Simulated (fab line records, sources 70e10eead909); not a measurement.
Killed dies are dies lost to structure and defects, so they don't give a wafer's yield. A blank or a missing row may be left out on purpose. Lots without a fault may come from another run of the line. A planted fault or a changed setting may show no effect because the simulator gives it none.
Tool commonality check | flow nand_harc | 12 lots, 36 wafers sampled

WHY IT WAS OPENED
At NHARC_P_M1_CD_MEAS_09 the reading cd_nm is flagged on 2 of 12 lots. Wafers without a fault read 130.0 nm, standard deviation 0.59.
Rule: a lot is flagged when every wafer of it that has a number lies more than 4 standard deviations from that mean, or none has a number. The other lots count as sound.

lot  | measured     | on        | cd_nm (nm), wafer by wafer | flag
L397 | day 6 18:25  | cd_sem-01 | 130.0 130.2 129.8          |
L398 | day 6 22:15  | cd_sem-03 | 129.4 130.3 130.1          |
L401 | day 8 07:26  | cd_sem-02 | 129.9 129.7 130.1          |
L402 | day 8 18:40  | cd_sem-01 | 131.0 130.5 129.8          |
L404 | day 9 10:10  | cd_sem-02 | 130.1 129.8 130.5          |
L405 | day 10 04:56 | cd_sem-01 | 129.6 129.5 129.6          |
L409 | day 11 14:36 | cd_sem-02 | 135.8 136.2 135.7          | FLAGGED
L410 | day 12 07:13 | cd_sem-03 | 129.4 130.4 129.9          |
L411 | day 12 08:07 | cd_sem-01 | 135.9 135.9 136.1          | FLAGGED
L417 | day 15 03:40 | cd_sem-03 | 130.0 129.6 130.2          |
L418 | day 15 12:28 | cd_sem-01 | 130.2 130.7 130.7          |
L419 | day 15 22:57 | cd_sem-02 | 129.2 129.2 128.8          |
The numbers of the flagged lots are 135.9 nm on average: +5.9 nm against the usual, or +10 standard deviations.

WHICH TOOL RAN EACH LOT
The record holds 2 process steps before the reading, out of a route of 1302 steps. In each cell: the tool, then ch and the chambers that the sampled wafers went through, then the start.
lot  | flag    | NHARC_P_M0_ANNEAL_30             | NHARC_P_M1_PEB_07
L397 |         | rtp_anneal-02 ch 0, day 6 15:56  | litho_track-01 ch 0, day 6 18:20
L398 |         | rtp_anneal-02 ch 0, day 6 20:01  | litho_track-04 ch 0, day 6 22:10
L401 |         | rtp_anneal-01 ch 0, day 8 05:19  | litho_track-06 ch 0, day 8 07:20
L402 |         | rtp_anneal-02 ch 0, day 8 16:17  | litho_track-01 ch 0, day 8 18:35
L404 |         | rtp_anneal-02 ch 0, day 9 08:00  | litho_track-01 ch 0, day 9 10:05
L405 |         | rtp_anneal-02 ch 0, day 10 02:34 | litho_track-01 ch 0, day 10 04:51
L409 | FLAGGED | rtp_anneal-01 ch 0, day 11 12:26 | litho_track-01 ch 0, day 11 14:31
L410 |         | rtp_anneal-02 ch 0, day 12 05:08 | litho_track-06 ch 0, day 12 07:08
L411 | FLAGGED | rtp_anneal-01 ch 0, day 12 06:02 | litho_track-01 ch 0, day 12 08:02
L417 |         | rtp_anneal-01 ch 0, day 15 01:20 | litho_track-04 ch 0, day 15 03:35
L418 |         | rtp_anneal-02 ch 0, day 15 10:11 | litho_track-04 ch 0, day 15 12:23
L419 |         | rtp_anneal-02 ch 0, day 15 20:52 | litho_track-01 ch 0, day 15 22:53
What these steps do:
- NHARC_P_M0_ANNEAL_30: time 90 s.
- NHARC_P_M1_PEB_07: peb time 65 s.
- NHARC_P_M1_CD_MEAS_09: target cd 130 nm.

FLAGGED OVER TOTAL, TOOL BY TOOL (the gauges that took the reading come last)
step                  | tool           | lots run | flagged | share of the flagged lots | sound lots run after its first flagged lot
NHARC_P_M0_ANNEAL_30  | rtp_anneal-01  | 4        | 2       | all                       | 1 (L417)
NHARC_P_M0_ANNEAL_30  | rtp_anneal-02  | 8        | 0       | none                      | -
NHARC_P_M1_PEB_07     | litho_track-01 | 7        | 2       | all                       | 1 (L419)
NHARC_P_M1_PEB_07     | litho_track-04 | 3        | 0       | none                      | -
NHARC_P_M1_PEB_07     | litho_track-06 | 2        | 0       | none                      | -
NHARC_P_M1_CD_MEAS_09 | cd_sem-01      | 5        | 1       | some                      | 1 (L418)
NHARC_P_M1_CD_MEAS_09 | cd_sem-02      | 4        | 1       | some                      | 1 (L419)
NHARC_P_M1_CD_MEAS_09 | cd_sem-03      | 3        | 0       | none                      | -

WHAT THE TABLE ALLOWS
2 rows of the table ran every flagged lot: rtp_anneal-01 at NHARC_P_M0_ANNEAL_30, litho_track-01 at NHARC_P_M1_PEB_07.
- rtp_anneal-01 at NHARC_P_M0_ANNEAL_30: 2 of its 4 lots flagged. Sound lots ran on it after the first flagged one (L417), which a lasting fault on the whole tool wouldn't allow.
- litho_track-01 at NHARC_P_M1_PEB_07: 2 of its 7 lots flagged. Sound lots ran on it after the first flagged one (L419), which a lasting fault on the whole tool wouldn't allow. Its own readings lie more than 4 standard deviations out on every wafer of the flagged lots: heater_power_total_W, plate_temp_C.
No row of the table ran every flagged lot and no sound lot after the first.

WHAT THE SIMULATOR HAD PUT IN
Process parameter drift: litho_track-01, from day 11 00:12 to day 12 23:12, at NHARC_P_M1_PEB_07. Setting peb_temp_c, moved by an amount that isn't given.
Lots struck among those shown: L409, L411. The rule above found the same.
